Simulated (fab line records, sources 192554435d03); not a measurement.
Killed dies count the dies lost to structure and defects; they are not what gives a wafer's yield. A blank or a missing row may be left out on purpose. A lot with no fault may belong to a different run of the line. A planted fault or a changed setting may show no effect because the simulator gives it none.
Chamber matching / flow n5_finfet / rie_diel-05 running N5_BEOL_M0_SAQP_STRIP_75: 4 sister chambers
The step strips in CF4. 7 wafers are shown with their chamber, then 7 later ones without.

## WAFERS PAIRED WITH THEIR CHAMBERS
wafer=L348.2; chamber=3; showerhead_plenum_p_Torr (Torr)=1.71; throttle_valve_pct (%)=13.92
wafer=L355.5; chamber=0; showerhead_plenum_p_Torr (Torr)=1.76; throttle_valve_pct (%)=13.10
wafer=L356.2; chamber=0; showerhead_plenum_p_Torr (Torr)=1.76; throttle_valve_pct (%)=13.10
wafer=L356.4; chamber=1; showerhead_plenum_p_Torr (Torr)=1.86; throttle_valve_pct (%)=13.76
wafer=L356.6; chamber=2; showerhead_plenum_p_Torr (Torr)=1.78; throttle_valve_pct (%)=13.91
wafer=L362.1; chamber=1; showerhead_plenum_p_Torr (Torr)=1.85; throttle_valve_pct (%)=13.77
wafer=L362.4; chamber=2; showerhead_plenum_p_Torr (Torr)=1.78; throttle_valve_pct (%)=13.96

## WAFERS WHOSE CHAMBER IS MISSING
wafer=L362.5; showerhead_plenum_p_Torr (Torr)=1.78; throttle_valve_pct (%)=13.96
wafer=L364.2; showerhead_plenum_p_Torr (Torr)=1.78; throttle_valve_pct (%)=13.97
wafer=L364.3; showerhead_plenum_p_Torr (Torr)=1.91; throttle_valve_pct (%)=13.42
wafer=L364.5; showerhead_plenum_p_Torr (Torr)=1.76; throttle_valve_pct (%)=13.14
wafer=L365.2; showerhead_plenum_p_Torr (Torr)=1.91; throttle_valve_pct (%)=13.41
wafer=L365.4; showerhead_plenum_p_Torr (Torr)=1.85; throttle_valve_pct (%)=13.79
wafer=L365.6; showerhead_plenum_p_Torr (Torr)=1.76; throttle_valve_pct (%)=13.14

## WHICH CHAMBER EACH WENT THROUGH
wafer=L362.5; from the rows above=2; in truth=2
wafer=L364.2; from the rows above=2; in truth=2
wafer=L364.3; from the rows above=1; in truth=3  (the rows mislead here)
wafer=L364.5; from the rows above=0; in truth=0
wafer=L365.2; from the rows above=1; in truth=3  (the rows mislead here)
wafer=L365.4; from the rows above=1; in truth=1
wafer=L365.6; from the rows above=0; in truth=0
5 of 7 placed correctly. Left unplaced by these rows: 0. 2 placed wrongly.
How it was worked out, from the rows above alone: a wafer's distance from a chamber is the root of the sum, over the readings, of the square of ((its reading less the chamber's mean) divided by the reading's scatter). The wafer belongs to the nearest chamber; if the next one is less than 2 further off, it can't be placed. Each chamber's mean is taken over the wafers shown for it. The scatter is the square root of a quotient: the sum, over the shown wafers, of each reading's squared deviation from its chamber's mean, divided by wafers minus chambers.
